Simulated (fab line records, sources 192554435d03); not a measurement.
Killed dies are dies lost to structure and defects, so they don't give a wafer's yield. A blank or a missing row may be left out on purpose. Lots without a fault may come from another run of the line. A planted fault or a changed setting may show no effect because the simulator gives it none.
One fault seen from 2 desks | flow n5_finfet | each desk has only its own numbers; what lay behind them comes last

THE TOOL OWNER'S DESK: rie_diel-01
The tool's own readings at N5_BEOL_M12_ETCH_59 (etches BARC in N2/H2, target depth 89 nm, overetch 26.7 nm, time 67.9 s): means of the sampled wafers that have a number, for each lot that ran on this tool. A lot is out of limits, marked OUT, if its mean lies more than 4 standard deviations from the usual mean; the brackets give that distance.
Columns: A = drypump_motor_current_A at N5_BEOL_M12_ETCH_59, usual 5.6 A; B = n2_flow_sccm at N5_BEOL_M12_ETCH_59, usual 200.1 sccm; C = oes_product_au at N5_BEOL_M12_ETCH_59, usual 0.70 a.u.; D = rf_vpp_V at N5_BEOL_M12_ETCH_59, usual 523.6 V; E = showerhead_plenum_p_Torr at N5_BEOL_M12_ETCH_59, usual 2.53 Torr; F = throttle_valve_pct at N5_BEOL_M12_ETCH_59, usual 17.84 %
lot  | first seen here | A   | B     | C    | D     | E    | F
L680 | day 11 11:02    | 5.5 | 200.1 | 0.64 | 521.4 | 2.46 | 17.77
L682 | day 11 17:36    | 5.3 | 200.7 | 0.65 | 521.2 | 2.44 | 17.79
L691 | day 14 14:10    | 5.4 | 200.1 | 0.64 | 520.1 | 2.44 | 17.77
L695 | day 15 12:51    | 5.6 | 200.5 | 0.67 | 520.9 | 2.45 | 17.93
This desk's finding: nothing out of limits on any of the 4 lots.

THE METROLOGY DESK
What the gauges read, lot by lot, whatever tool the lot ran on: means of the sampled wafers that have a number. A lot is out of limits, marked OUT, if its mean lies more than 4 standard deviations from the usual mean; the brackets give that distance.
Columns: A = cd_nm at N5_BEOL_M12_CD_MEAS_10, usual 139.9 nm; B = cd_nm at N5_BEOL_M12_CD_MEAS_17, usual 140.2 nm
lot  | first seen here | A     | B
L680 | day 11 10:49    | 139.7 | 141.0
L679 | day 11 11:04    | 140.6 | 141.1
L682 | day 11 17:29    | 140.2 | 140.0
L684 | day 12 07:40    | 140.1 | 141.2
L691 | day 14 14:02    | 141.9 | 151.0 (+6.4) OUT
L697 | day 15 12:16    | 141.4 | 142.4
L695 | day 15 12:31    | 141.6 | 150.7 (+6.2) OUT
L698 | day 15 15:26    | 139.3 | 138.7
L699 | day 16 09:34    | 140.7 | 141.4
This desk's finding: out of limits on L691, L695; first on L691, day 14 14:37 (cd_nm at N5_BEOL_M12_CD_MEAS_17). In limits: L680, L679, L682, L684, L697, L698, L699.

PUT TOGETHER
The metrology desk could have raised an alarm at day 14 14:37, on L691, L695.
The tool owner's desk saw nothing out of limits.
The tool owner's desk has L691, L695 on record, within its limits.
Of the lots named, all ran N5_BEOL_M12_ETCH_59 on rie_diel-01.

WHAT THE SIMULATOR HAD PUT IN
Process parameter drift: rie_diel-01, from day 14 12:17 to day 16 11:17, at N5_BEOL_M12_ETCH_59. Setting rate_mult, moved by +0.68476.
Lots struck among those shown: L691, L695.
Hours from the fault's start to each desk's first reading out of limits: the metrology desk, 2.
